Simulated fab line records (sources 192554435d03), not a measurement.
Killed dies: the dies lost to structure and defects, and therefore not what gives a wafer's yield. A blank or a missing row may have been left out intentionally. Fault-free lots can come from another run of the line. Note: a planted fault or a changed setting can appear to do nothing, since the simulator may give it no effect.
Chamber matching / flow n5-finfet / rie-diel-06 running N5_BEOL_M6_STRIP_67: 4 sister chambers
The step strips in CF4. 4 wafers are shown with their chamber, then 7 later ones without.

EACH WAFER AND ITS CHAMBER
wafer=L079.1; chamber=1; showerhead-plenum-p-Torr (Torr)=1.91
wafer=L085.6; chamber=3; showerhead-plenum-p-Torr (Torr)=1.84
wafer=L089.1; chamber=0; showerhead-plenum-p-Torr (Torr)=1.70
wafer=L089.4; chamber=2; showerhead-plenum-p-Torr (Torr)=1.77

WAFERS WITH NO CHAMBER GIVEN
wafer=L089.5; showerhead-plenum-p-Torr (Torr)=1.84
wafer=L091.2; showerhead-plenum-p-Torr (Torr)=1.69
wafer=L091.3; showerhead-plenum-p-Torr (Torr)=1.77
wafer=L091.6; showerhead-plenum-p-Torr (Torr)=1.84
wafer=L093.3; showerhead-plenum-p-Torr (Torr)=1.76
wafer=L093.4; showerhead-plenum-p-Torr (Torr)=1.76
wafer=L093.6; showerhead-plenum-p-Torr (Torr)=1.84

THE CHAMBER EACH PASSED THROUGH
wafer=L089.5; from the rows above=3; in truth=3
wafer=L091.2; from the rows above=0; in truth=0
wafer=L091.3; from the rows above=2; in truth=2
wafer=L091.6; from the rows above=3; in truth=3
wafer=L093.3; from the rows above=2; in truth=2
wafer=L093.4; from the rows above=2; in truth=2
wafer=L093.6; from the rows above=3; in truth=3
Correctly placed: 7 of 7. Left unplaced by these rows: 0. 0 placed wrongly.
How it was worked out, from the rows above alone: a wafer's distance from a chamber is the root of the sum, over the readings, of the square of ((its reading less the chamber's mean) divided by the reading's scatter). If the next closest chamber is less than 2 further off than the closest, the wafer can't be placed; otherwise it belongs to the closest. A chamber's mean is the mean of its shown wafers. The scatter (one wafer shown for each chamber): square how far every hidden wafer sits from the nearest shown wafer, average those squares and take the square root.
